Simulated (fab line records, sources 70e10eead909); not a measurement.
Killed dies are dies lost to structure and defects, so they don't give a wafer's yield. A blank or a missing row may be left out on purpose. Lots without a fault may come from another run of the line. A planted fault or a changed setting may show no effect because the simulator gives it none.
A struck lot beside a sound one | flow nand_harc | 14 steps out of a route of 1302
Sound: wafers L154.1, L154.3, L154.4. Struck: wafers L148.1, L148.3, L148.4. The cause comes at the end.
At each step with rows: each side's tool, then ch and its chambers, then its first start. Under that, the readings that differ: sound wafers | struck wafers | difference of the means | sigmas: that difference in standard deviations of wafers without a fault.
alike: readings whose means differ by less than 2 such deviations, and words and numbers that are the same on both sides. not compared: withheld readings, readings that some wafer has no value for, bounds like >300 that may hide the same value, and numbers for which the record gives no deviation and whose values overlap.
The two part at a step that has a row with sigmas, a row that says differs or no value, or rows on one side only. Numbers that don't overlap but have no deviation are shown without sigmas and don't part them. A reading that every wafer of one side lacks parts them only if that side has two wafers or more.

NHARC_A_WL_FILL_ALD_10: deposits SiO2, target thk 50 nm, pulse time 10 s, ald cycles 500.
  sound on ald_hk-02 ch 0,2,3, day 28 22:46; struck on ald_hk-01 ch 0,2,3, day 26 17:41
  alike: heater_power_outer_w, heater_power_w, precursor_pulse_height_rel
then, 1 step without rows for these wafers: NHARC_A_WL_FILL_ETCHBACK_16 (etches the open film in C4F8/O2/Ar, target depth 120 nm, time 24 s).
NHARC_A_WL_FILL_STRIP_29: strips in O2, time 20 s.
  sound on rie_diel-08 ch 1,3, day 29 03:32; struck on rie_diel-08 ch 0,1,3, day 26 22:24
  alike: drypump_motor_current_A, oes_product_au, rf_vpp_V, showerhead_plenum_p_Torr, throttle_valve_pct
  not compared: rf_hours_counter_h
NHARC_A_WL_FILL_ETCHBACK_17: etches the open film in Cl2/BCl3, target depth 4 nm, time 26.7 s.
  sound on rie_metal-02 ch 0,1, day 29 03:38; struck on rie_metal-03 ch 0,1, day 26 22:29
  alike: drypump_motor_current_A, oes_product_au
  not compared: rf_hours_counter_h
then, 3 steps without rows for these wafers: NHARC_A_WL_FILL_PRECLEAN_18 (cleans in dHF, time 30 s); NHARC_A_WL_FILL_SRD_21; NHARC_A_WL_FILL_CVD_23 (deposits poly-Si, target thk 40 nm, time 800 s).
NHARC_A_WL_FILL_ETCHBACK_26: etches the open film in HBr, target depth 52 nm, time 13.3 s.
  sound on rie_si-04 ch 0,2,3, day 29 08:52; struck on rie_si-03 ch 1,2,3, day 27 03:46
  reading                | sound       | struck      | difference | sigmas
  rf_hours_counter_h (h) | 1.1 1.1 1.1 | 0.4 0.3 0.3 | -0.8       |
  alike: bias_w, drypump_motor_current_A, oes_product_au, throttle_valve_pct
then, 2 steps without rows for these wafers: NHARC_A_WL_FILL_PRECLEAN_30 (cleans in dHF, time 10 s); NHARC_A_WL_FILL_SRD_14.
NHARC_A_WL_FILL_ALD_19: deposits TiN, target thk 2 nm, pulse time 3 s, ald cycles 100.
  sound on ald_metal-04 ch 0,1,3, day 29 09:08; struck on ald_metal-03 ch 1,2,3, day 27 04:02
  alike: heater_power_outer_w, heater_power_w, precursor_pulse_height_rel
NHARC_A_WL_FILL_CVD_20: deposits W, target thk 100 nm, time 74 s.
  sound on cvd_w-02 ch 0,1, day 29 09:20; struck on cvd_w-01 ch 0,1, day 27 04:15
  no value came back on the struck wafers for chamber_pressure_Torr (Torr), heater_power_outer_w (W), heater_power_w (W), throttle_valve_pct (%); on the sound wafers chamber_pressure_Torr (Torr) reads 40.19 40.14 39.95
NHARC_A_WL_FILL_CMP_12: polishes, t overpolish 30 s, target thk 100 nm.
  sound on cmp-04 ch 0,1,3, day 29 09:31; struck on cmp-04 ch 0,2,3, day 27 04:25
  reading                | sound          | struck      | difference | sigmas
  time_to_endpoint_s (s) | 21.1 18.5 20.7 | 0.0 0.1 0.0 | -20.1      | -8
  alike: motor_current_A, overpolish_run_s, slurry_flow_ml_min
-- the record jumps here: 3 days lie between the struck wafers' starts before and after (it left off in module A_WL_FILL and takes up again in module END, whose first step shown is number 1302 of the route) --
NHARC_END_SORT_01:
  sound on prober-01 ch 0, day 33 08:48; struck on prober-01 ch 0, day 30 11:50
  reading         | sound | struck      | difference | sigmas
  killed_at_array | 14    | 670 669 674 | +657       | +27
  killed_dies     | 20    | 677 677 677 | +657       | +27
  alike: killed_at_other, killed_at_periphery, killed_open, killed_short

WHERE THEY PART
First at NHARC_A_WL_FILL_CVD_20; last, within this record, at NHARC_END_SORT_01.

WHY: what the simulator had put in
Skipped step whole: cvd_w-01, from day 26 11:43 on, at NHARC_A_WL_FILL_CVD_20. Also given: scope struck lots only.
